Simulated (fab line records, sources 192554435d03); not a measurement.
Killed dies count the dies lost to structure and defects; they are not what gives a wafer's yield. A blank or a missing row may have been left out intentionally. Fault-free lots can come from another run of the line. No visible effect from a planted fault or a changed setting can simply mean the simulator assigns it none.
A lot that was struck, set against a sound lot    flow n5 finfet    17 steps out of a route of 1938
Sound: the wafers L271.1, L271.2, L271.3. Wafers L273.1, L273.4, L273.6 were the ones struck. At the end, the cause is stated.
For every step that has rows: the tool of each side, followed by ch and its chambers, followed by its first start. Under that, the readings that differ: sound wafers    struck wafers    difference of the means    sigmas: that difference in standard deviations of wafers without a fault.
alike: same words and numbers on both sides, and readings whose means sit less than 2 such deviations apart. not compared: any withheld reading, any reading some wafer has no value for, any bound like >300 that may hide the same value, and any number with overlapping values for which the record gives no deviation.
Wherever a step has rows on one side only, a row that says differs or no value, or a row with sigmas, the two part there. When numbers do not overlap yet have no deviation, they are printed without sigmas and do not part them. Lack of a reading on every wafer of one side parts them only where that side has two or more wafers.

N5_ZERO_LAYER_PECVD_02: deposits SiO2 from SiH4/N2O, target thk 10 nm, time 6 s.
  sound on pecvd-03 ch 0,1,2, day 1 12:17; struck on pecvd-04 ch 0,1,2, day 2 00:17
  alike: heater power w, showerhead plenum p Torr
then, 8 steps without rows for these wafers: N5_ZERO_LAYER_HMDS_04 (time 60 s); N5_ZERO_LAYER_COAT_05 (resist thk 1000 nm); N5_ZERO_LAYER_EBR_07; N5_ZERO_LAYER_SOFTBAKE_06 (time 90 s); N5_ZERO_LAYER_EXPOSE_08 (exposes mask ZERO, defocus 0 nm, target cd 2000 nm); N5_ZERO_LAYER_PEB_09; N5_ZERO_LAYER_DEVELOP_10 (develop time 60 s); N5_ZERO_LAYER_HARDBAKE_23 (time 120 s).
N5_ZERO_LAYER_CD_MEAS_11: the cd target is 2000 nm.
  sound on cd sem-01 ch 0, day 1 12:38; struck on cd sem-03 ch 0, day 2 00:38
  alike: cd nm
N5_ZERO_LAYER_DESCUM_16: chemistry O2, time 7.9 s.
  sound on rie diel-01 ch 0,1,2, day 1 12:46; struck on rie diel-05 ch 1, day 2 00:41
  alike: drypump motor current A, oes product au, rf vpp V, showerhead plenum p Torr, throttle valve pct
  not compared: rf hours counter h
N5_ZERO_LAYER_ETCH_17: etches SiO2 in CF4, target depth 12 nm, time 13.3 s.
  sound on rie diel-01 ch 0,1,2, day 1 12:48; struck on rie diel-05 ch 1, day 2 00:44
  alike: bias w, cf4 flow sccm, drypump motor current A, oes product au, rf vpp V, showerhead plenum p Torr, throttle valve pct
  not compared: rf hours counter h
N5_ZERO_LAYER_ETCH_18: etches Si in HBr/Cl2, target depth 120 nm, time 40 s.
  sound on rie si-06 ch 0,1,2, day 1 12:52; struck on rie si-04 ch 2,3, day 2 00:50
  no value came back on the struck wafers for any of 7 readings (HBr_flow_sccm (sccm), bias w (W) and others); on the sound wafers HBr_flow_sccm (sccm) reads 149.7 149.1 149.5
reading                                       sound            struck         difference  sigmas
model.coat_of_ZERO_LAYER_COAT_05.thk nm (nm)  931.6 931 934.6  972 970 972.2  +39         
N5_ZERO_LAYER_STRIP_24: strips in O2.
  sound on plasma asher-02 ch 0,1, day 1 12:58; struck on plasma asher-01 ch 0,1, day 2 00:56
reading                       sound              struck             difference  sigmas
strip time to endpoint s (s)  43.88 43.87 43.98  45.01 44.95 45.03  +1.09       +14
  alike: drypump motor current A, heater power w, oes product au
  not compared: rf hours counter h
then, 1 step without rows for these wafers: N5_ZERO_LAYER_STRIP_19 (strips in SPM, time 900 s).
N5_BEOL_M4_RC_MEAS_101:
  the record has rows for the sound wafers here (prober-02 ch 0, day 8 11:53) and none for the struck ones
-- the record jumps here: 11 days lie between the struck wafers' starts before and after (it left off in module BEOL_M4 and takes up again in module PASSIVATION, whose first step shown is number 1936 of the route) --
N5_PASSIVATION_PROBE_49:
  record: rows for the struck wafers here (prober-02, day 13 02:13), none for the sound ones

## WHERE THEY PART
At N5_ZERO_LAYER_ETCH_18 first; at N5_PASSIVATION_PROBE_49 last (within this record only).

WHY: the cause the simulator had injected
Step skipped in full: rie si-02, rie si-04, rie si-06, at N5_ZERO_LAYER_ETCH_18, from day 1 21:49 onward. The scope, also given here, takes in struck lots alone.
